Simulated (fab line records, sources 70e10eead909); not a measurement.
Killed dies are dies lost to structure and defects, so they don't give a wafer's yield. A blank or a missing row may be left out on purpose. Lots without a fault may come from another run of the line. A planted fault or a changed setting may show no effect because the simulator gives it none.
Chamber matching | flow nand_harc | NHARC_A_DECK1_JOINT_CMP_13 on cmp-03: 4 sister chambers
The step polishes, target thk 51.023 nm. 20 wafers are shown with their chamber, then 10 later ones without.

WAFERS WITH THEIR CHAMBER
wafer  | chamber | motor_current_A (A) | time_to_endpoint_s (s)
L075.1 | 1       | 11.8                | 7.3
L075.2 | 0       | 12.6                | 9.1
L075.5 | 0       | 13.2                | 6.9
L079.4 | 0       | 13.4                | 8.4
L079.5 | 0       | 13.2                | 9.2
L079.6 | 1       | 11.1                | 8.8
L082.1 | 0       | 12.5                | 5.5
L082.2 | 3       | 12.1                | 5.2
L082.3 | 1       | 11.9                | 6.3
L081.1 | 0       | 12.8                | 9.0
L081.4 | 2       | 11.4                | 10.8
L081.5 | 2       | 11.7                | 10.7
L084.1 | 2       | 11.4                | 12.1
L084.2 | 1       | 11.6                | 10.8
L084.5 | 1       | 11.5                | 11.3
L088.4 | 2       | 12.1                | 7.5
L088.5 | 1       | 11.8                | 6.7
L088.6 | 2       | 11.7                | 8.9
L089.1 | 0       | 12.6                | 6.5
L089.2 | 3       | 11.4                | 3.6

SIGNATURES (means of the wafers above)
reading            | chamber 0 | chamber 1 | chamber 2 | chamber 3 | scatter within a chamber
motor_current_A    | 12.900    | 11.617    | 11.660    | 11.750    | 0.334
time_to_endpoint_s | 7.800     | 8.533     | 10.000    | 4.400     | 1.77
Rule: a wafer's distance from a chamber is the root of the sum, over the readings, of the square of ((its reading less the chamber's mean) divided by the reading's scatter). The wafer belongs to the nearest chamber; if the next one is less than 2 further off, it can't be placed. The scatter: the root of (the sum of the squares of (reading less its chamber's mean) over the shown wafers, divided by (wafers less chambers)).

WAFERS WITHOUT THEIR CHAMBER
wafer  | motor_current_A (A) | time_to_endpoint_s (s)
L089.4 | 11.2                | 6.9
L090.3 | 13.2                | 6.7
L090.4 | 11.2                | 8.0
L090.5 | 11.2                | 8.4
L092.1 | 13.0                | 7.6
L092.2 | 11.6                | 7.9
L092.3 | 11.4                | 5.6
L097.1 | 11.4                | 8.9
L097.2 | 13.0                | 6.9
L097.6 | 11.6                | 5.4

WHICH CHAMBER EACH WENT THROUGH
wafer  | from the rows above          | in truth
L089.4 | can't be placed: 1 or 3 or 2 | 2
L090.3 | 0                            | 0
L090.4 | can't be placed: 1 or 2 or 3 | 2
L090.5 | can't be placed: 1 or 2 or 3 | 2
L092.1 | 0                            | 0
L092.2 | can't be placed: 1 or 2 or 3 | 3
L092.3 | can't be placed: 3 or 1 or 2 | 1
L097.1 | can't be placed: 1 or 2      | 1
L097.2 | 0                            | 0
L097.6 | can't be placed: 3 or 1 or 2 | 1
Placed correctly: 3 of 10. Can't be placed from these rows: 7 (the true chamber is among the candidates in 7). Placed wrongly: 0.
